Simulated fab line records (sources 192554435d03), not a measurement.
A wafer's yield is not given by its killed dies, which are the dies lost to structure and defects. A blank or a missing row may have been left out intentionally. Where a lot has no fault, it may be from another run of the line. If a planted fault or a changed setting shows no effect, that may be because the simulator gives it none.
Split-lot study -- flow n5Finfet -- route with 1938 steps; 7 lots, 21 wafers read

== ABOUT THE SPLIT ==
At N5_ZERO_LAYER_PECVD_02 (deposits SiO2 from SiH4/N2O, target thk 10 nm, time 6 s), the setting timeS was moved away from the recipe's 6 s on 10 of the 21 wafers read, by -14.3% to +10.5%. The other wafers ran this setting at the recipe's value.

Reading taken at the split's own step.

== THE READING ==
SiO2_of_ZERO_LAYER_PECVD_02.thkNm (the simulator's own value, which no gauge read), in nm, at N5_ZERO_LAYER_PECVD_02 (deposits SiO2 from SiH4/N2O, target thk 10 nm, time 6 s). There is no usual value for it anywhere in the file. Here, 11 wafers ran the recipe; their average is 9.756 nm with a standard deviation of 0.21 nm.

wafer,"tool, chamber at the split","timeS as run, s",against the recipe,"SiO2_of_ZERO_LAYER_PECVD_02.thkNm, nm",against lot-mates on the recipe
L074.1,"pecvd-03, 2",6,recipe,10.12,-
L074.2,"pecvd-03, 0",5.141,-14.3%,8.376,-1.744
L074.5,"pecvd-03, 0",5.141,-14.3%,8.502,-1.618
L075.1,"pecvd-04, 0",6,recipe,9.75,-
L075.4,"pecvd-04, 1",5.775,-3.7%,9.429,-0.321
L075.6,"pecvd-04, 2",5.775,-3.7%,9.441,-0.309
L079.1,"pecvd-02, 1",5.581,-7.0%,8.984,-0.687
L079.4,"pecvd-02, 2",6,recipe,9.671,-
L079.5,"pecvd-02, 1",5.581,-7.0%,9.154,-0.517
L081.1,"pecvd-02, 1",6,recipe,9.534,-
L081.3,"pecvd-02, 0",6,recipe,9.471,-
L081.5,"pecvd-02, 0",6.633,+10.5%,10.7,+1.197
L085.1,"pecvd-03, 2",6,recipe,9.942,-
L085.4,"pecvd-03, 0",6,recipe,9.951,-
L085.6,"pecvd-03, 2",6,recipe,10.01,-
L086.1,"pecvd-02, 1",6.536,+8.9%,10.74,+1.045
L086.4,"pecvd-02, 2",6.536,+8.9%,10.87,+1.175
L086.6,"pecvd-02, 0",6,recipe,9.695,-
L092.1,"pecvd-04, 1",6,recipe,9.67,-
L092.3,"pecvd-04, 2",6,recipe,9.498,-
L092.5,"pecvd-04, 1",5.644,-5.9%,9.324,-0.260

THE FIT
A straight line over all 21 wafers: SiO2_of_ZERO_LAYER_PECVD_02.thkNm changes by +0.0972 nm for each +1% of timeS; r = +0.96; the points scatter about the line by 0.18 nm.
The same after taking each lot's own level away (the mean of its wafers on the recipe; 21 wafers): +0.112 nm for each +1%; r = +0.99; scatter 0.12 nm.
That fit puts the effect of the largest move of timeS on the reading at 1.6 nm.
The span of the lots' own levels, 9.5025 to 10.1200 nm, comes to 2.9 times the standard deviation stated above.
Thus the slope moves with the lot-to-lot level: the two fits are different.
Check: for one of the wafers moved furthest among these (-14.3%), held out of the fit, the line's prediction against its lot-mates is -1.49 nm. Against them it came out at -1.74 nm.

== FILE'S OWN FIT ==
SiO2_of_ZERO_LAYER_PECVD_02.thkNm changes by +0.108 nm for each +1% of timeS, r = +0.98.
